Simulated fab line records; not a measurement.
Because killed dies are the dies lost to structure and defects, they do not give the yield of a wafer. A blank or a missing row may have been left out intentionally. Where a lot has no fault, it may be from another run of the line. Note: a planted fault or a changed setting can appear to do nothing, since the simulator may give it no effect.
The same fault as seen by 3 desks / flow n5_finfet / every desk sees just its own numbers, and what lay behind them comes last

## METROLOGY DESK
Means of the sampled wafers that have a number, per lot and without regard to the tool the lot ran on: this is what the gauges read. Any lot whose mean is over 4 standard deviations away from the usual mean is out of limits and marked OUT; that distance is given in the brackets.
Columns: A = cd_nm at N5_BEOL_M12_CD_MEAS_28, usual 161.4 nm; B = M12_OVL at N5_BEOL_M12_OVL_MEAS_29, usual 1 nm
lot=L928; first seen here=day 14 03:51; A=161.4; B=-2
lot=L927; first seen here=day 14 14:14; A=161.2; B=-0
lot=L936; first seen here=day 15 14:25; A=160.1; B=-1
lot=L935; first seen here=day 15 21:38; A=160.1; B=-5
lot=L942; first seen here=day 17 09:01; A=161.8; B=1
lot=L944; first seen here=day 18 07:17; A=162.0; B=1
This desk found nothing out of limits on any of the 6 lots.

## TOOL OWNER'S DESK, rie_diel-04
The tool's own readings at N5_BEOL_M12_ETCH_68 (etches SOC in N2/H2, time 285 s): means of the sampled wafers that have a number, for each lot that ran on this tool. Any lot whose mean is over 4 standard deviations away from the usual mean is out of limits and marked OUT; that distance is given in the brackets.
Columns: A = bias_w at N5_BEOL_M12_ETCH_68, usual 350.0 W; B = drypump_motor_current_A at N5_BEOL_M12_ETCH_68, usual 5.6 A; C = oes_product_au at N5_BEOL_M12_ETCH_68, usual 0.82 a.u.; D = rf_vpp_V at N5_BEOL_M12_ETCH_68, usual 524.4 V; E = showerhead_plenum_p_Torr at N5_BEOL_M12_ETCH_68, usual 2.56 Torr; F = throttle_valve_pct at N5_BEOL_M12_ETCH_68, usual 17.66 %
lot=L928; first seen here=day 14 04:07; A=349.8; B=6.0; C=0.82; D=525.2; E=2.61; F=17.81
lot=L936; first seen here=day 15 14:53; A=335.2 (-16) OUT; B=5.8; C=0.82; D=509.1 (-6.6) OUT; E=2.58; F=17.82
lot=L935; first seen here=day 15 21:55; A=334.8 (-16) OUT; B=6.0; C=0.87; D=511.9 (-5.4) OUT; E=2.63; F=17.66
This desk's finding: out of limits on L935, L936; first on L936, day 15 14:53 (bias_w at N5_BEOL_M12_ETCH_68). L928: within limits.

## THE DEFECT DESK
Lot by lot, what the route's inspections counted, given as the mean of those sampled wafers with a number. Any lot whose mean is over 4 standard deviations away from the usual mean is out of limits and marked OUT; that distance is given in the brackets.
Columns: A = raw_defect_count at N5_BEOL_M12_INSPECT_30, usual 1.9
lot=L928; first seen here=day 14 03:55; A=1.7
lot=L927; first seen here=day 14 14:17; A=1.3
lot=L936; first seen here=day 15 14:28; A=2.3
lot=L935; first seen here=day 15 21:41; A=2.0
lot=L942; first seen here=day 17 09:04; A=2.7
lot=L944; first seen here=day 18 07:20; A=2.0
This desk found nothing out of limits on any of the 6 lots.

## PUT TOGETHER
The tool owner's desk could have raised an alarm at day 15 14:53, on L935, L936.
The metrology desk saw nothing out of limits.
Nothing the defect desk looked at was out of limits.
The metrology desk has L935, L936 on record, within its limits.
The defect desk has L935, L936 on record, within its limits.
Of the lots named, all ran N5_BEOL_M12_ETCH_68 on rie_diel-04.

## WHAT THE SIMULATOR PUT IN
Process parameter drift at N5_BEOL_M12_ETCH_68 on rie_diel-04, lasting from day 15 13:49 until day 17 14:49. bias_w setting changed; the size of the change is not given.
Lots struck among those shown: L935, L936.
Hours from the fault's start to each desk's first reading out of limits: the tool owner's desk, 1.
